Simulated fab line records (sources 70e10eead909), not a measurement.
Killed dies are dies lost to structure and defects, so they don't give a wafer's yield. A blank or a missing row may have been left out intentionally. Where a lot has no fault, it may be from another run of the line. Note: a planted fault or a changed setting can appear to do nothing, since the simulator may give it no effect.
Matching of chambers    flow nand-harc    NHARC_A_M1_PRE_CLEAN_32 on pecvd-04 has 3 sister chambers
The step time 12 s. 3 wafers are shown with their chamber, then 9 later ones without.

WAFERS WITH THEIR CHAMBER
wafer   chamber  heater-power-w (W)
L089.4  2        618
L089.2  1        648
L089.6  0        705

WAFERS WITHOUT THEIR CHAMBER
wafer   heater-power-w (W)
L091.1  643
L091.2  590
L091.6  661
L094.2  595
L094.3  615
L094.5  644
L094.1  668
L094.4  632
L094.6  603

WHICH CHAMBER EACH ONE RAN IN
wafer   from the rows above           in truth
L091.1  can't be placed: 1 or 2       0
L091.2  can't be placed: 2 or 1       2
L091.6  can't be placed: 1 or 2 or 0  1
L094.2  can't be placed: 2 or 1       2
L094.3  can't be placed: 2 or 1       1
L094.5  can't be placed: 1 or 2       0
L094.1  can't be placed: 1 or 0 or 2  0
L094.4  can't be placed: 2 or 1       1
L094.6  can't be placed: 2 or 1       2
0 of 9 placed correctly. Can't be placed from these rows: 9 (the true chamber is among the candidates in 7). 0 placed wrongly.
How it was worked out, from the rows above alone: a wafer's distance from a chamber is the root of the sum, over the readings, of the square of ((its reading less the chamber's mean) divided by the reading's scatter). The wafer belongs to the nearest chamber; if the next one is less than 2 further off, it can't be placed. For every chamber, the mean is computed from those of its wafers that are shown. The scatter: with one shown wafer a chamber, the root of the mean of the squares of how far each hidden wafer lies from its nearest shown one.
